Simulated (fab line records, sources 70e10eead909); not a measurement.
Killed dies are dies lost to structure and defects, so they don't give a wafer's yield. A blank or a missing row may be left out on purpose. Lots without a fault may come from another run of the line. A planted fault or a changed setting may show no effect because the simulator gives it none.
A struck lot beside a sound one | flow nand_harc | 13 steps out of a route of 1302
Sound: wafers L540.2, L540.4, L540.6. Struck: wafers L541.1, L541.2, L541.5. The cause comes at the end.
At each step with rows: each side's tool, then ch and its chambers, then its first start. Under that, the readings that differ: sound wafers | struck wafers | difference of the means | sigmas: that difference in standard deviations of wafers without a fault.
alike: readings whose means differ by less than 2 such deviations, and words and numbers that are the same on both sides. not compared: withheld readings, readings that some wafer has no value for, bounds like >300 that may hide the same value, and numbers for which the record gives no deviation and whose values overlap.
The two part at a step that has a row with sigmas, a row that says differs or no value, or rows on one side only. Numbers that don't overlap but have no deviation are shown without sigmas and don't part them. A reading that every wafer of one side lacks parts them only if that side has two wafers or more.

NHARC_A_BLC_CVD_24: deposits W, target thk 150 nm, time 434 s.
  sound on cvd_w-01 ch 0,1; struck on cvd_w-02 ch 0,1
  alike: heater_power_outer_w, heater_power_w, throttle_valve_pct
NHARC_A_BLC_CMP_25: polishes, t overpolish 30 s, target thk 150 nm.
  sound on cmp-03 ch 1,2,3, day 25 22:11; struck on cmp-03 ch 0,1,3, day 25 15:48
  alike: motor_current_A, overpolish_run_s, time_to_endpoint_s
then, 1 step without rows for these wafers: NHARC_A_BLC_SRD_27.
NHARC_A_BLC_INSPECT_28:
  sound on defect_inspect-01, day 25 22:32; struck on defect_inspect-02, day 25 16:13
  alike: raw_defect_count
then, 7 steps without rows for these wafers: NHARC_A_M0_DEP_00 (deposits SiOC, target thk 150 nm); NHARC_A_M0_DEHYDRATE_01 (time 120 s); NHARC_A_M0_HMDS_02 (time 30 s); NHARC_A_M0_COAT_33 (time 65 s); NHARC_A_M0_COAT_03 (resist thk 90 nm); NHARC_A_M0_SOFTBAKE_04 (time 55 s); NHARC_A_M0_EBR_05.
NHARC_A_M0_EXPOSE_06: exposes mask A M0, target cd 80 nm.
  sound on arfi_scanner-01 ch 0, day 25 23:11; struck on arfi_scanner-01, day 25 16:59
  no value came back on the struck wafers for exposure_dose_mJ_cm2, focus_offset_nm (nm); on the sound wafers exposure_dose_mJ_cm2 reads 83.27 83.20 83.24
  alike: mask
then, 1 step without rows for these wafers: NHARC_A_M0_PEB_07 (peb time 65 s).

WHERE THEY PART
Only at NHARC_A_M0_EXPOSE_06, within this record.

WHY: what the simulator had put in
Skipped step whole: arfi_scanner-01, from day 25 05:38 on, at NHARC_A_M0_EXPOSE_06. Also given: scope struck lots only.
